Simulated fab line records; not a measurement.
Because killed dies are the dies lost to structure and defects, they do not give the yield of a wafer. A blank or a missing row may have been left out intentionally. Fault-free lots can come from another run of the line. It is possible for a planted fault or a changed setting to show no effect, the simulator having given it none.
fab line records	flow n5_finfet
record lots=6	wafers=18	last_day=18
route steps=1938 shown BEOL_M0_SAQP@644 BEOL_M4@1111
lots untouched by any fault: they come from a run of this same line in which no faults occurred
start_h: the number of hours between the record's first day and the start of the first shown wafer of the lot	wait_h: hours since the lot's step before	" same as the row above	L1.1+2: a single row standing in for several wafers	- value missing, or start not given	* or withheld: withheld	< > ~ a bound
route shown NAME@n: names a module that has steps shown in the file, with the first one's number in the route	usual: mean and standard deviation over wafers with no fault	same: alike in all rows	chamber/n: place in a boat	sites: per-site readings	_std_site: the values' standard deviation	_edge_site: inner sites' mean taken away from outer sites' mean	radius_mm: how far each site lies from the wafer's centre	mask NAME#n: copy n	behind: tool/chamber where the wafer was last shaped	hold: reason for holding the lot/hours on hold/outcome of the hold	device: which transistor (n, p or np) failed to switch	end of line: the same wafers' tests at the end of the route	step lacking rows: just its recipe	killed: dies that structure and defects cost at the first sort, which is not the same as the wafer's yield	map: dies across one wafer; x = killed, . = not, _ = none there
set.NAME: setting as actually run; set.NAME@STEP: the setting as run at that earlier step	model.NAME: the simulator's own value behind a step, which no gauge read
lots at some steps of the route; a table a step, a row a wafer
services: from which hour (start_h, from the record's first day; less than 0 if before it) a tool's chamber was out of use, for how many hours, and why
## steps
# step N5_BEOL_M0_SAQP_EBR_10
# recipe solvent=PGMEA	ebr_width_mm=1.5
# step N5_BEOL_M0_SAQP_SOFTBAKE_09
# recipe temp_c=110	time_s=60	resist=CAR-ArF
# step N5_BEOL_M0_SAQP_EXPOSE_11
# recipe mask_id=M0_CORE	na=1.35	source_shape=dipole	sigma_inner=0.538	sigma_outer=0.738	polarization=te	target_cd_nm=42	dose_mj=55
# step N5_BEOL_M0_SAQP_PEB_12
# recipe peb_temp_c=withheld	peb_time_s=60	resist=CAR-ArF
# step N5_BEOL_M0_SAQP_DEVELOP_13
# recipe develop_time_s=30	developer=TMAH	resist=CAR-ArF	dev_temp_c=23	rinse_liquid=diw	dry=air_spin
# step N5_BEOL_M0_SAQP_CD_MEAS_14
# recipe target_cd_nm=42.5	landing_energy_ev=500	detector=se_inlens
# usual cd_nm=42.5/0.35
lot.wafer	tool	chamber	start_h	wait_h	cd_nm
L989.1	cd_sem-01	0	119.78	-	42.9
L989.3	"	0	"	"	42.3
L989.5	"	0	"	"	42.3
L997.2	cd_sem-03	0	162.39	-	42.2
L997.3	"	0	"	"	42.4
L997.6	"	0	"	"	42.3
L108.1	cd_sem-02	0	227.61	-	42.7
L108.5	"	0	"	"	42.6
L108.6	"	0	"	"	42.7
L109.1	cd_sem-01	0	237.96	-	42.6
L109.2	"	0	"	"	42.8
L109.4	"	0	"	"	41.9
L110.1	cd_sem-03	0	239.37	-	42.6
L110.2	"	0	"	"	42.3
L110.6	"	0	"	"	41.7
L111.1	cd_sem-03	0	251.46	-	42.5
L111.3	"	0	"	"	42.5
L111.6	"	0	"	"	42.8
# step N5_BEOL_M0_SAQP_OVL_MEAS_15
# recipe points_per_wafer=44
# usual M0_CORE_OVL=-0.2/0.7
lot.wafer	tool	chamber	start_h	wait_h	M0_CORE_OVL[nm]
L989.1	overlay-02	0	119.81	0.0	-1.0
L989.3	"	0	"	"	-0.6
L989.5	"	0	"	"	0.3
L997.2	overlay-01	0	162.42	0.0	-0.3
L997.3	"	0	"	"	-0.5
L997.6	"	0	"	"	-0.4
L108.1	overlay-02	0	227.64	0.0	-1.6
L108.5	"	0	"	"	-1.0
L108.6	"	0	"	"	-0.2
L109.1	overlay-01	0	237.99	0.0	-0.8
L109.2	"	0	"	"	-0.6
L109.4	"	0	"	"	-0.7
L110.1	overlay-01	0	239.40	0.0	-0.5
L110.2	"	0	"	"	0.9
L110.6	"	0	"	"	0.4
L111.1	overlay-01	0	251.49	0.0	0.4
L111.3	"	0	"	"	0.4
L111.6	"	0	"	"	-0.4
# step N5_BEOL_M0_SAQP_INSPECT_16
# recipe mode=adi	inspect_instrument=brightfield
# usual raw_defect_count=504/160
lot.wafer	tool	chamber	start_h	wait_h	raw_defect_count
L989.1	defect_inspect-02	-	119.84	0.0	470
L989.3	"	-	"	"	362
L989.5	"	-	"	"	227
L997.2	defect_inspect-02	-	162.44	0.0	604
L997.3	"	-	"	"	661
L997.6	"	-	"	"	444
L108.1	defect_inspect-01	-	227.66	0.0	631
L108.5	"	-	"	"	1077
L108.6	"	-	"	"	798
L109.1	defect_inspect-02	-	238.02	0.0	303
L109.2	"	-	"	"	445
L109.4	"	-	"	"	277
L110.1	defect_inspect-01	-	239.43	0.0	444
L110.2	"	-	"	"	702
L110.6	"	-	"	"	769
L111.1	defect_inspect-01	-	251.52	0.0	411
L111.3	"	-	"	"	572
L111.6	"	-	"	"	377
# step N5_BEOL_M0_SAQP_DESCUM_19
# recipe chemistry=O2	time_s=7.9	source_power_w=50	bias_power_w=20	pressure_mtorr=20	rf_frequency_hz=2.712e+07	temp_c=40	resist=CAR-ArF	o2_flow_sccm=225
# usual bias_power_w=19.99/0.053	drypump_motor_current_A=5.6/0.44	oes_product_au=0.80/0.091	rf_vpp_V=243.0/1.4	showerhead_plenum_p_Torr=2.09/0.084	throttle_valve_pct=20.38/0.29
# same time_s=7.9
lot.wafer	tool	chamber	start_h	wait_h	bias_power_w	drypump_motor_current_A	oes_product_au	rf_hours_counter_h	rf_vpp_V	showerhead_plenum_p_Torr	throttle_valve_pct
L989.1	rie_diel-04	0	119.87	0.0	20.00	6.3	0.88	27	242.6	2.03	20.45
L989.3	"	2	"	"	19.98	5.0	0.75	157	242.1	2.00	20.32
L989.5	"	0	"	"	20.00	6.3	0.88	-	243.0	2.03	20.45
L997.2	rie_diel-05	1	162.91	0.5	20.00	5.5	0.74	162	240.4	2.01	20.26
L997.3	"	0	"	"	19.98	6.0	0.94	22	243.1	2.06	20.00
L997.6	"	1	"	"	19.95	5.5	0.74	-	242.5	2.01	20.26
L108.1	rie_diel-04	0	228.05	0.4	19.98	6.3	0.84	59	241.9	2.02	20.51
L108.5	"	0	"	"	20.02	6.3	0.84	-	241.9	2.02	20.51
L108.6	"	3	"	"	20.03	5.4	0.86	-	244.7	2.23	19.95
L109.1	rie_diel-05	1	238.05	0.0	20.03	5.5	0.72	182	242.2	2.01	20.29
L109.2	"	2	"	"	20.04	5.8	0.72	155	242.1	2.11	20.75
L109.4	"	0	"	"	20.00	6.1	0.90	43	241.8	2.05	20.04
L110.1	rie_diel-04	3	239.48	0.1	20.12	5.4	0.84	51	244.7	2.23	19.95
L110.2	"	0	"	"	20.02	6.3	0.83	62	242.4	2.02	20.51
L110.6	"	2	"	"	19.96	5.0	0.73	-	244.8	1.99	20.37
L111.1	rie_diel-04	2	251.55	0.0	20.02	5.0	0.73	196	241.8	1.98	20.38
L111.3	"	0	"	"	19.98	6.3	0.83	67	241.7	2.02	20.53
L111.6	"	3	"	"	20.06	5.4	0.85	-	244.9	2.23	19.96
# step N5_BEOL_M0_SAQP_ETCH_83
# recipe chemistry=CF4	target=SiARC	target_depth_a=390	mask_material=CAR-ArF	time_s=65	ion_energy_ev=80	pressure_mtorr=40	source_w=545	bias_w=36	Ar_flow_sccm=100	cf4_flow_sccm=100	ends=cleared
# step N5_BEOL_M0_SAQP_ETCH_84
# recipe chemistry=N2/H2	target=SOC	target_depth_a=1000	overetch_a=200	mask_material=SiARC	temp_c=40	time_s=150	ion_energy_ev=200	pressure_mtorr=30	source_w=840	bias_w=150	n2_flow_sccm=200	h2_flow_sccm=200
# usual bias_w=150.0/0.42	drypump_motor_current_A=5.6/0.44	oes_product_au=0.71/0.077	rf_vpp_V=523.4/2.7	showerhead_plenum_p_Torr=2.53/0.095	throttle_valve_pct=17.77/0.29
# same time_s=150
lot.wafer	tool	chamber	start_h	wait_h	bias_w	drypump_motor_current_A	oes_product_au	rf_hours_counter_h	rf_vpp_V	showerhead_plenum_p_Torr	throttle_valve_pct
L989.1	rie_diel-04	0	119.96	0.0	150.5	6.3	0.79	27	521.7	2.50	18.03
L989.3	"	2	"	"	150.0	5.0	0.68	157	520.9	2.44	17.88
L989.5	"	0	"	"	150.4	6.3	0.79	-	523.2	2.50	18.03
L997.2	rie_diel-05	1	163.00	0.0	150.4	5.5	0.66	162	521.7	2.42	17.45
L997.3	"	0	"	"	149.5	6.1	0.84	22	522.5	2.50	17.43
L997.6	"	1	"	"	150.2	5.5	0.66	-	521.6	2.42	17.46
L108.1	rie_diel-04	0	228.14	0.0	149.4	6.3	0.74	59	521.4	2.48	18.10
L108.5	"	0	"	"	149.7	6.3	0.75	-	521.2	2.48	18.10
L108.6	"	3	"	"	149.0	5.4	0.75	-	527.3	2.71	17.39
L109.1	rie_diel-05	1	238.14	0.0	149.9	5.5	0.65	182	521.4	2.41	17.51
L109.2	"	2	"	"	149.9	5.8	0.66	155	524.8	2.54	18.08
L109.4	"	0	"	"	149.5	6.1	0.80	43	521.7	2.50	17.46
L110.1	rie_diel-04	3	239.57	0.0	150.4	5.4	0.75	51	527.9	2.70	17.39
L110.2	"	0	"	"	149.7	6.3	0.74	62	522.8	2.48	18.10
L110.6	"	2	"	"	150.3	5.0	0.66	-	519.3	2.43	17.93
L111.1	rie_diel-04	2	251.63	0.0	149.6	5.0	0.66	197	519.3	2.43	17.94
L111.3	"	0	"	"	150.5	6.3	0.75	67	521.4	2.48	18.12
L111.6	"	3	"	"	150.1	5.4	0.75	-	529.3	2.70	17.41
# step N5_BEOL_M0_SAQP_STRIP_80
# recipe chemistry=N2/H2	temp_c=40	n2_flow_sccm=200	h2_flow_sccm=200	rf_frequency_hz=6e+07
# step N5_BEOL_M0_SAQP_HM_OPEN_112
# recipe chemistry=CHF3/O2	target=SiO2	stop_on=a-Si	target_depth_a=120	over_etch_frac=1.25	mask_material=SOC	time_s=13.5	pressure_mtorr=30	source_w=650	bias_w=170	Ar_flow_sccm=200	CHF3_flow_sccm=50	O2_flow_sccm=5	ion_energy_ev=200	ends=end_point
# usual CHF3_flow_sccm=49.99/0.14	O2_flow_sccm=5.000/0.016	bias_w=170.0/0.49	drypump_motor_current_A=5.6/0.44	oes_ar_750_au=0.80/0.09	oes_product_au=0.52/0.056	rf_vpp_V=525/11	showerhead_plenum_p_Torr=2.40/0.09	throttle_valve_pct=18.78/0.25
lot.wafer	tool	chamber	start_h	wait_h	CHF3_flow_sccm	O2_flow_sccm	bias_w	drypump_motor_current_A	oes_ar_750_au	oes_product_au	rf_hours_counter_h	rf_vpp_V	showerhead_plenum_p_Torr	throttle_valve_pct	model.SiARC_of_BEOL_M0_SAQP_COAT_82.thk_nm
L989.1	rie_diel-04	0	120.06	0.0	49.82	5.012	169.7	6.3	0.90	0.57	27	513	2.35	18.91	4.6
L989.3	"	2	"	"	50.19	5.012	170.0	5.0	0.78	0.50	157	516	2.31	18.81	5.2
L989.5	"	0	"	"	50.06	5.017	169.7	6.2	0.91	0.59	-	513	2.35	18.89	4.6
L997.2	rie_diel-05	1	163.11	0.0	49.89	5.011	170.8	5.5	0.73	0.49	162	537	2.29	18.50	4.8
L997.3	"	0	"	"	50.25	4.977	170.3	6.1	0.93	0.61	22	523	2.37	18.42	5.2
L997.6	"	1	"	"	49.79	4.993	170.1	5.5	0.73	0.49	-	539	2.29	18.52	4.8
L108.1	rie_diel-04	0	228.25	0.0	-	-	-	-	-	-	-	-	-	-	24.2
L108.5	"	0	"	"	-	-	-	-	-	-	-	-	-	-	24
L108.6	"	3	"	"	-	-	-	-	-	-	-	-	-	-	24.2
L109.1	rie_diel-05	1	238.24	0.0	-	-	-	-	-	-	-	-	-	-	24.2
L109.2	"	2	"	"	-	-	-	-	-	-	-	-	-	-	24.4
L109.4	"	0	"	"	-	-	-	-	-	-	-	-	-	-	24.4
L110.1	rie_diel-04	3	239.67	0.0	49.92	4.979	170.4	5.4	0.84	0.54	51	531	2.56	18.39	5
L110.2	"	0	"	"	49.94	5.005	170.4	6.3	0.85	0.54	62	512	2.34	18.95	4.6
L110.6	"	2	"	"	49.95	4.999	170.3	5.0	0.75	0.48	-	518	2.30	18.87	5.2
L111.1	rie_diel-04	2	251.74	0.0	50.13	5.012	169.8	5.0	0.74	0.48	197	516	2.30	18.87	5
L111.3	"	0	"	"	49.92	5.011	169.7	6.3	0.84	0.54	67	512	2.33	18.96	4.6
L111.6	"	3	"	"	50.24	5.030	169.9	5.4	0.83	0.55	-	529	2.56	18.40	5.2
# step N5_BEOL_M0_SAQP_STRIP_113
# recipe chemistry=CHF3/O2	resist=SiARC	rf_frequency_hz=6e+07
# step N5_BEOL_M0_SAQP_MANDREL_ETCH_20
# recipe target_depth_a=600	chemistry=HBr/Cl2	target=a-Si	stop_on=SiNx	bt_time_s=10	mask_material=SOC	over_etch_frac=0.5	time_s=30	pressure_mtorr=10	icp_w=800	bias_w=75	HBr_flow_sccm=150	Cl2_flow_sccm=80	ends=end_point
# usual bias_w=75.06/0.22	drypump_motor_current_A=5.7/0.48	oes_product_au=0.775/0.013	throttle_valve_pct=35.4/0.43
lot.wafer	tool	chamber	start_h	wait_h	bias_w	drypump_motor_current_A	oes_product_au	rf_hours_counter_h	throttle_valve_pct
L989.1	rie_si-03	2	120.15	0.0	75.21	5.7	0.780	134	35.0
L989.3	"	3	"	"	75.14	5.7	0.750	97	35.5
L989.5	"	2	"	"	75.34	5.7	0.780	-	34.9
L997.2	rie_si-06	3	163.19	0.0	75.13	6.7	0.757	29	35.4
L997.3	"	1	"	"	75.38	5.1	0.798	65	35.3
L997.6	"	1	"	"	75.14	5.1	0.784	-	35.3
L108.1	rie_si-03	3	228.33	0.0	75.14	5.7	0.326	99	36.4
L108.5	"	0	"	"	75.27	5.6	0.329	-	36.4
L108.6	"	3	"	"	75.17	5.7	0.319	-	36.4
L109.1	rie_si-01	3	238.33	0.0	74.96	5.9	0.323	23	35.8
L109.2	"	0	"	"	74.95	5.6	0.341	7	36.6
L109.4	"	1	"	"	75.27	5.0	0.325	9	35.8
L110.1	rie_si-06	0	239.76	0.0	74.97	5.9	0.769	162	36.1
L110.2	"	2	"	"	75.11	6.3	0.758	7	35.9
L110.6	"	1	"	"	75.02	5.1	0.803	-	35.3
L111.1	rie_si-06	0	251.82	0.0	75.49	5.9	0.764	162	36.1
L111.3	"	2	"	"	74.77	6.3	0.753	8	36.0
L111.6	"	0	"	"	75.82	5.9	0.769	-	36.1
# step N5_BEOL_M0_SAQP_STRIP_86
# recipe chemistry=N2/H2	power_w=500	temp_c=40	pressure_mtorr=50	rf_frequency_hz=6e+07	overash_fraction=0.3	bias_power_w=28	h2_frac=0.5	n2_flow_sccm=300	h2_flow_sccm=300
# step N5_BEOL_M0_SAQP_STRIP_115
# recipe chemistry=post_etch_residue_remover	time_s=60	temp_c=25	remover_ph=withheld	remover_water_wt_pct=withheld	remover_fluoride_wt_pct=withheld
# step N5_BEOL_M0_SAQP_SRD_93
# recipe dry=ipa_marangoni	time_s=30	temp_c=23	rinse_liquid=diw
# step N5_BEOL_M0_SAQP_RECESS_114
# recipe chemistry=HF/NH3	target=SiO2	target_depth_a=144	afs_cycles=3	temp_c=30	sublimation_temp_c=180	sublimation_time_s=60
# usual drypump_motor_current_A=5.62/0.21
lot.wafer	tool	chamber	start_h	wait_h	drypump_motor_current_A
L989.1	vapor_etch-02	0	120.38	0.0	5.43
L989.3	"	0	"	"	5.42
L989.5	"	0	"	"	5.44
L997.2	vapor_etch-01	1	163.49	0.0	5.91
L997.3	"	0	"	"	5.62
L997.6	"	1	"	"	5.89
L108.1	vapor_etch-02	1	228.56	0.0	5.38
L108.5	"	1	"	"	5.36
L108.6	"	0	"	"	5.42
L109.1	vapor_etch-01	1	238.56	0.0	5.90
L109.2	"	0	"	"	5.63
L109.4	"	1	"	"	5.91
L110.1	vapor_etch-01	1	239.99	0.0	5.89
L110.2	"	0	"	"	5.62
L110.6	"	1	"	"	5.91
L111.1	vapor_etch-01	1	252.18	0.1	5.90
L111.3	"	1	"	"	5.91
L111.6	"	1	"	"	5.89
# step N5_BEOL_M0_SAQP_SPACER1_ALD_98
# recipe material=SiO2	target_thk_a=128	temp_c=300	ald_precursor_family=BDEAS	ald_co_reactant=O2-plasma	pulse_time_s=1	purge_time_s=2	co_reactant_purge_time_s=2	ald_cycles=138	pressure_torr=2
# usual heater_power_w=499/46	precursor_pulse_height_rel=0.998/0.02
lot.wafer	tool	chamber	start_h	wait_h	heater_power_w	precursor_pulse_height_rel
L989.1	ald_sin-04	0	120.77	0.3	518	1.035
L989.3	"	2	"	"	485	0.971
L989.5	"	1	"	"	462	0.972
L997.2	ald_sin-03	0	163.88	0.3	515	1.005
L997.3	"	3	"	"	570	0.988
L997.6	"	2	"	"	502	0.973
L108.1	ald_sin-02	2	229.36	0.7	412	0.992
L108.5	"	2	"	"	403	0.994
L108.6	"	1	"	"	545	1.021
L109.1	ald_sin-02	2	238.94	0.3	407	0.976
L109.2	"	3	"	"	452	1.003
L109.4	"	0	"	"	473	1.016
L110.1	ald_sin-02	3	240.37	0.3	446	0.974
L110.2	"	1	"	"	543	1.017
L110.6	"	2	"	"	406	0.970
L111.1	ald_sin-03	0	253.18	0.9	510	1.010
L111.3	"	1	"	"	526	0.985
L111.6	"	1	"	"	533	1.002
# step N5_BEOL_M0_SAQP_SPACER1_ETCHBACK_99
# recipe chemistry=CHF3/O2	mode=anisotropic_etchback	target=SiO2	target_depth_a=154	time_s=7.7	pressure_mtorr=30	source_w=650	bias_w=170	Ar_flow_sccm=200	CHF3_flow_sccm=50	O2_flow_sccm=5	ion_energy_ev=200
# usual bias_w=169.9/0.47	drypump_motor_current_A=5.5/0.46	oes_ar_750_au=0.79/0.089	oes_product_au=0.79/0.09	rf_vpp_V=524/11	showerhead_plenum_p_Torr=2.40/0.084	throttle_valve_pct=18.87/0.24
# same time_s=7.7
lot.wafer	tool	chamber	start_h	wait_h	bias_w	drypump_motor_current_A	oes_ar_750_au	oes_product_au	rf_hours_counter_h	rf_vpp_V	showerhead_plenum_p_Torr	throttle_valve_pct
L989.1	rie_diel-04	1	121.24	0.3	170.0	5.0	0.68	0.68	217	536	2.38	18.98
L989.3	"	2	"	"	169.9	5.0	0.78	0.76	157	517	2.31	18.89
L989.5	"	2	"	"	169.6	5.0	0.78	0.77	-	518	2.31	18.87
L997.2	rie_diel-05	2	164.35	0.3	169.8	5.8	0.74	0.75	135	527	2.42	19.06
L997.3	"	1	"	"	170.4	5.5	0.73	0.74	162	538	2.29	18.56
L997.6	"	2	"	"	169.2	5.8	0.74	0.75	-	528	2.42	19.07
L108.1	rie_diel-05	0	229.91	0.3	170.5	6.1	0.90	0.90	41	522	2.37	18.51
L108.5	"	1	"	"	170.3	5.5	0.72	0.72	-	536	2.28	18.60
L108.6	"	0	"	"	170.0	6.1	0.89	0.90	-	524	2.37	18.51
L109.1	rie_diel-04	3	239.42	0.3	169.5	5.4	0.84	0.83	50	530	2.56	18.44
L109.2	"	2	"	"	170.0	5.0	0.75	0.73	192	517	2.30	18.92
L109.4	"	0	"	"	170.9	6.3	0.85	0.83	-	513	2.34	19.04
L110.1	rie_diel-03	3	240.85	0.3	170.5	5.9	0.87	0.88	42	540	2.46	18.82
L110.2	"	1	"	"	169.9	4.9	0.92	0.93	23	520	2.46	18.76
L110.6	"	1	"	"	169.5	4.9	0.91	0.93	-	520	2.46	18.77
L111.1	rie_diel-05	0	253.93	0.5	169.6	6.1	0.88	0.89	48	524	2.36	18.51
L111.3	"	2	"	"	170.1	5.8	0.72	0.73	161	525	2.41	19.11
L111.6	"	0	"	"	169.1	6.0	0.88	0.89	-	524	2.36	18.50
# step N5_BEOL_M0_SAQP_MANDREL1_REMOVE_100
# recipe chemistry=HBr/Cl2/O2	bt_time_s=10	target=a-Si	stop_on=SiNx	endpoint=OES-SiCl	over_etch_frac=0.85	icp_w=600	bias_w=30	HBr_flow_sccm=150	Cl2_flow_sccm=80	O2_flow_sccm=5	pressure_mtorr=10
# usual bias_w=30.01/0.083	drypump_motor_current_A=5.7/0.46	oes_product_au=1.007/0.017	throttle_valve_pct=36.7/0.45
lot.wafer	tool	chamber	start_h	wait_h	bias_w	drypump_motor_current_A	oes_product_au	rf_hours_counter_h	throttle_valve_pct
L989.1	rie_si-01	0	121.33	0.1	29.97	5.6	1.032	5	36.9
L989.3	"	3	"	"	29.99	5.9	1.020	21	36.2
L989.5	"	0	"	"	30.05	5.6	1.029	-	36.9
L997.2	rie_si-01	0	164.44	0.1	30.06	5.6	1.025	6	36.9
L997.3	"	1	"	"	30.03	5.0	1.002	8	36.2
L997.6	"	1	"	"	30.12	5.0	1.002	-	36.1
L108.1	rie_si-01	2	230.00	0.1	30.04	5.5	0.377	6	37.4
L108.5	"	2	"	"	29.98	5.5	0.377	-	37.4
L108.6	"	3	"	"	29.85	5.9	0.380	-	36.2
L109.1	rie_si-03	3	239.50	0.1	30.10	5.7	0.373	99	36.7
L109.2	"	2	"	"	30.00	5.6	0.383	136	36.2
L109.4	"	3	"	"	29.97	5.7	0.376	-	36.7
L110.1	rie_si-03	2	240.93	0.1	30.03	5.6	0.994	136	36.2
L110.2	"	0	"	"	29.98	5.6	1.018	154	36.8
L110.6	"	2	"	"	30.19	5.6	1.005	-	36.2
L111.1	rie_si-03	1	254.02	0.1	29.90	5.1	1.004	139	36.1
L111.3	"	0	"	"	29.92	5.6	1.018	154	36.8
L111.6	"	0	"	"	29.94	5.6	1.021	-	36.8
# step N5_BEOL_M0_SAQP_CD_MEAS_25
# recipe target_cd_nm=13.1	landing_energy_ev=1000	detector=se_inlens
# usual cd_nm=12.79/0.24
lot.wafer	tool	chamber	start_h	wait_h	cd_nm
L989.1	cd_sem-03	0	121.44	0.1	12.96
L989.3	"	0	"	"	12.87
L989.5	"	0	"	"	13.11
L997.2	cd_sem-03	0	164.56	0.1	12.61
L997.3	"	0	"	"	12.51
L997.6	"	0	"	"	12.94
L108.1	cd_sem-03	0	230.12	0.1	-
L108.5	"	0	"	"	-
L108.6	"	0	"	"	-
L109.1	cd_sem-01	0	239.61	0.1	-
L109.2	"	0	"	"	-
L109.4	"	0	"	"	-
L110.1	cd_sem-02	0	241.04	0.1	12.81
L110.2	"	0	"	"	13.23
L110.6	"	0	"	"	13.10
L111.1	cd_sem-01	0	254.13	0.1	12.68
L111.3	"	0	"	"	12.71
L111.6	"	0	"	"	12.58
# step N5_BEOL_M0_SAQP_ETCH_101
# recipe chemistry=CH3F/O2	target=SiNx	mask_material=SiO2	target_depth_a=299	time_s=42.7	pressure_mtorr=30	source_w=395	bias_w=73	Ar_flow_sccm=150	CH3F_flow_sccm=30	O2_flow_sccm=20	ion_energy_ev=120
# step N5_BEOL_M4_RC_MEAS_101
# usual DIBL_N=36.9/1.7	DIBL_P=37.3/2.3	IOFF_N=0.16/0.033	IOFF_P=0.22/0.04	ION_N=673/12	ION_P=463/8	SS_N=71.6/0.58	SS_P=73.4/0.74	VT_N=250/3.2	VT_P=-250/3.4
lot.wafer	tool	chamber	start_h	wait_h	DIBL_N[mV/V]	DIBL_P[mV/V]	IOFF_N[nA/um]	IOFF_P[nA/um]	ION_N[uA/um]	ION_P[uA/um]	SS_N[mV/dec]	SS_P[mV/dec]	VT_N[mV]	VT_P[mV]
L989.1	prober-02	0	181.15	0.0	35.2	36.7	0.13	0.17	658	448	71.7	73.2	251	-257
L989.3	"	0	"	"	39.1	41.6	0.21	0.24	682	456	72.5	74.6	248	-252
L989.5	"	0	"	"	35.2	37.8	0.15	0.19	666	454	72.4	74.1	249	-252
L997.2	prober-01	0	222.26	0.2	36.0	38.8	0.16	0.21	670	461	71.1	73.5	248	-249
L997.3	"	0	"	"	36.9	39.7	0.18	0.22	688	464	71.6	74.5	247	-250
L997.6	"	0	"	"	35.4	37.6	0.14	0.19	663	458	72.1	73.8	252	-253
L110.1	prober-02	0	307.44	0.0	37.5	38.2	0.14	0.21	665	464	71.6	74.4	253	-250
L110.2	"	0	"	"	38.8	40.8	0.19	0.26	682	473	71.6	74.9	248	-251
L110.6	"	0	"	"	36.7	37.2	0.14	0.20	672	461	71.2	73.6	255	-253
L111.1	prober-02	0	310.92	0.0	36.1	35.6	0.12	0.18	661	457	71.6	72.2	255	-253
L111.3	"	0	"	"	37.0	37.3	0.14	0.21	683	468	70.8	72.8	251	-250
L111.6	"	0	"	"	35.4	35.4	0.12	0.18	666	467	71.0	72.0	256	-251
## services
tool	chamber	start_h	hours	kind
rie_si-06	-	109.57	2.8	pm
rie_si-01	1	116.47	6.3	repair
ald_sin-02	2	118.66	2.2	repair
ald_sin-03	2	121.08	6.2	repair
rie_si-03	-	135.97	2.8	pm
ald_sin-03	1	147.61	3.5	repair
ald_sin-03	-	151.62	0.4	repair
rie_diel-03	2	161.67	4.7	repair
rie_si-06	0	162.84	8.7	repair
ald_sin-02	-	177.93	14.0	pm
vapor_etch-02	-	181.16	0.7	repair
rie_si-06	0	189.62	8.9	repair
rie_diel-04	-	199.56	1.0	repair
rie_si-03	1	203.01	6.3	repair
rie_si-06	-	207.42	1.1	repair
rie_si-01	1	212.92	2.8	repair
rie_si-03	2	221.45	8.0	repair
rie_diel-04	1	231.91	-	clean
rie_diel-04	1	231.91	-	consumable_replace:focus_ring
rie_diel-04	1	231.91	14.9	scheduled_down
rie_si-01	-	234.09	0.3	repair
rie_si-03	1	239.48	3.2	repair
rie_diel-05	-	243.98	0.4	repair
rie_diel-05	1	248.26	8.4	repair
## key
first_sign step=N5_BEOL_M0_SAQP_HM_OPEN_112	reading=tool_record	direction=missing
effect step=N5_BEOL_M0_SAQP_MANDREL_ETCH_20	reading=oes_product_au	direction=down	sigmas=33	usual=0.775	struck=0.327
effect step=N5_BEOL_M0_SAQP_MANDREL1_REMOVE_100	reading=oes_product_au	direction=down	sigmas=38	usual=1.007	struck=0.378
effect step=N5_BEOL_M0_SAQP_CD_MEAS_25	reading=cd_nm	direction=missing
model_effect step=N5_BEOL_M0_SAQP_HM_OPEN_112	value=SiARC_of_BEOL_M0_SAQP_COAT_82.thk_nm	without=4.8	struck=24.23
met_at N5_BEOL_M0_SAQP_HM_OPEN_112
struck_wafers L108.1,L108.5,L108.6,L109.1,L109.2,L109.4
later_rows_left_out L108.1,L108.5,L108.6,L109.1,L109.2,L109.4
sort_left_out L108.1,L108.5,L108.6,L109.1,L109.2,L109.4
onset_between 163.11 228.25
fault kind=skipped_step_whole	tool=rie_diel-04,rie_diel-05	chamber=-	onset_h=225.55	steps=N5_BEOL_M0_SAQP_HM_OPEN_112	scope=struck_lots_only
# sort_left_out: the simulated sort isn't trusted on such a fault, so these wafers' sort isn't shown, and their yield isn't known
# later_rows_left_out: the simulator's readings of these wafers behind a module that went badly wrong aren't trusted and aren't shown, but for the sort
